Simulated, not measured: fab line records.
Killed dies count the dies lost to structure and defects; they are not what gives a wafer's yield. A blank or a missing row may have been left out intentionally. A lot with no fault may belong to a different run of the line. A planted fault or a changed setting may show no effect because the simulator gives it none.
2 desks looking at one fault | flow nand_harc | each desk has only its own numbers; what lay behind them comes last

## FROM THE METROLOGY DESK
What the gauges read, lot by lot, whatever tool the lot ran on: means of the sampled wafers that have a number. The brackets show how far a lot's mean lies from the usual mean; more than 4 standard deviations puts the lot out of limits, marked OUT.
Columns: A = cd_nm at NHARC_A_CONTACT_CD_MEAS_80, usual 289.8 nm
lot  | first seen here | A
L220 | day 21 22:50    | 290.6
L223 | day 23 01:03    | 289.4
L225 | day 24 03:13    | 289.7
L227 | day 24 18:20    | 288.8
L226 | day 24 18:48    | 289.2
L228 | day 25 14:40    | 289.8
L235 | day 28 04:59    | 289.3
L234 | day 28 07:19    | 289.9
L237 | day 29 00:10    | 290.4
L236 | day 29 01:08    | 289.8
L242 | day 31 14:36    | 288.1
L243 | day 32 06:31    | 289.8
This desk found nothing out of limits on any of the 12 lots.

## THE TOOL OWNER'S DESK: rie_diel-03
The tool's own readings at NHARC_A_CONTACT_ETCH_30 (etches the open film in CF4/CHF3, target depth 72.6 nm, time 36.3 s): means of the sampled wafers that have a number, for each lot that ran on this tool. The brackets show how far a lot's mean lies from the usual mean; more than 4 standard deviations puts the lot out of limits, marked OUT.
Columns: A = drypump_motor_current_A at NHARC_A_CONTACT_ETCH_30, usual 5.7 A; B = oes_product_au at NHARC_A_CONTACT_ETCH_30, usual 0.933 a.u.; C = rf_vpp_V at NHARC_A_CONTACT_ETCH_30, usual 369.7 V; D = showerhead_plenum_p_Torr at NHARC_A_CONTACT_ETCH_30, usual 1.55 Torr; E = throttle_valve_pct at NHARC_A_CONTACT_ETCH_30, usual 16.801 %
lot  | first seen here | A   | B                | C     | D    | E
L220 | day 22 02:59    | 5.5 | 0.922            | 369.4 | 1.55 | 16.802
L223 | day 23 05:34    | 5.8 | 0.929            | 369.6 | 1.54 | 16.797
L225 | day 24 08:32    | 6.0 | 0.932            | 368.9 | 1.53 | 16.804
L227 | day 24 22:28    | 5.8 | 0.923            | 369.0 | 1.54 | 16.798
L226 | day 24 23:12    | 5.4 | 0.925            | 369.8 | 1.55 | 16.801
L228 | day 25 21:47    | 5.8 | 0.973            | 368.4 | 1.54 | 16.793
L235 | day 28 11:46    | 5.7 | 0.871 (-4.1) OUT | 370.2 | 1.55 | 16.802
L237 | day 29 08:45    | 5.9 | 0.882            | 369.5 | 1.52 | 16.798
L236 | day 29 09:44    | 6.0 | 0.850 (-5.5) OUT | 369.8 | 1.52 | 16.801
L242 | day 31 21:46    | 5.7 | 0.919            | 369.4 | 1.54 | 16.796
L243 | day 32 13:53    | 5.7 | 0.948            | 369.4 | 1.54 | 16.805
Finding of this desk: L235, L236 out of limits; the first was L235 at day 28 11:46, on oes_product_au at NHARC_A_CONTACT_ETCH_30. L220, L223, L225, L227, L226, L228, L237, L242, L243: within limits.

## PUT TOGETHER
The tool owner's desk could have raised an alarm at day 28 11:46, on L235, L236.
Nothing out of limits was seen by the metrology desk.
The metrology desk holds a record of L235, L236, inside its limits.
All the named lots went through NHARC_A_CONTACT_ETCH_30 on rie_diel-03.

## WHAT HAD BEEN PUT IN BY THE SIMULATOR
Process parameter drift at NHARC_A_CONTACT_ETCH_30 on rie_diel-03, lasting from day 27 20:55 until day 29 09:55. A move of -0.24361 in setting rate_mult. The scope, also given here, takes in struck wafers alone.
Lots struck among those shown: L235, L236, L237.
Time in hours from fault onset to the first out-of-limits reading at each desk: the tool owner's desk, 15.
